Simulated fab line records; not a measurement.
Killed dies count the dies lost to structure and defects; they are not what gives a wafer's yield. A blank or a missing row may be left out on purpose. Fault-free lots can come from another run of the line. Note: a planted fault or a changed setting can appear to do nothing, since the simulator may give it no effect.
Chamber matching / flow n5Finfet / N5_BEOL_M13_ETCH_68 on rieDiel-05: 4 sister chambers
The step etches SOC in N2/H2, time 355 s. 8 wafers are shown with their chamber, then 7 later ones without.

== WAFERS WITH THEIR CHAMBER ==
wafer=L077.1; chamber=1; throttleValvePct (%)=17.87; showerheadPlenumPTorr (Torr)=2.51
wafer=L077.5; chamber=0; throttleValvePct (%)=17.53; showerheadPlenumPTorr (Torr)=2.47
wafer=L080.6; chamber=2; throttleValvePct (%)=17.90; showerheadPlenumPTorr (Torr)=2.42
wafer=L081.1; chamber=0; throttleValvePct (%)=17.54; showerheadPlenumPTorr (Torr)=2.47
wafer=L081.4; chamber=2; throttleValvePct (%)=17.89; showerheadPlenumPTorr (Torr)=2.41
wafer=L081.6; chamber=3; throttleValvePct (%)=17.83; showerheadPlenumPTorr (Torr)=2.43
wafer=L086.1; chamber=1; throttleValvePct (%)=17.92; showerheadPlenumPTorr (Torr)=2.50
wafer=L086.2; chamber=3; throttleValvePct (%)=17.85; showerheadPlenumPTorr (Torr)=2.43

== WAFERS WITH NO CHAMBER GIVEN ==
wafer=L086.4; throttleValvePct (%)=17.54; showerheadPlenumPTorr (Torr)=2.46
wafer=L090.1; throttleValvePct (%)=17.92; showerheadPlenumPTorr (Torr)=2.41
wafer=L090.3; throttleValvePct (%)=17.56; showerheadPlenumPTorr (Torr)=2.46
wafer=L090.6; throttleValvePct (%)=17.93; showerheadPlenumPTorr (Torr)=2.50
wafer=L096.2; throttleValvePct (%)=17.96; showerheadPlenumPTorr (Torr)=2.49
wafer=L096.3; throttleValvePct (%)=17.89; showerheadPlenumPTorr (Torr)=2.42
wafer=L096.6; throttleValvePct (%)=17.89; showerheadPlenumPTorr (Torr)=2.42

== THE CHAMBER EACH PASSED THROUGH ==
wafer=L086.4; from the rows above=0; in truth=0
wafer=L090.1; from the rows above=2; in truth=2
wafer=L090.3; from the rows above=0; in truth=0
wafer=L090.6; from the rows above=1; in truth=1
wafer=L096.2; from the rows above=1; in truth=1
wafer=L096.3; from the rows above=2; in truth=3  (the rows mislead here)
wafer=L096.6; from the rows above=2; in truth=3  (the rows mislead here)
5 of 7 placed correctly. From these rows, 0 cannot be placed. Placed wrongly: 2.
How it was worked out, from the rows above alone: a wafer's distance from a chamber is the root of the sum, over the readings, of the square of ((its reading less the chamber's mean) divided by the reading's scatter). If the next closest chamber is less than 2 further off than the closest, the wafer can't be placed; otherwise it belongs to the closest. For every chamber, the mean is computed from those of its wafers that are shown. The scatter: take each reading less its chamber's mean, square it, sum over the shown wafers, divide by the number of wafers less the number of chambers, and take the root.
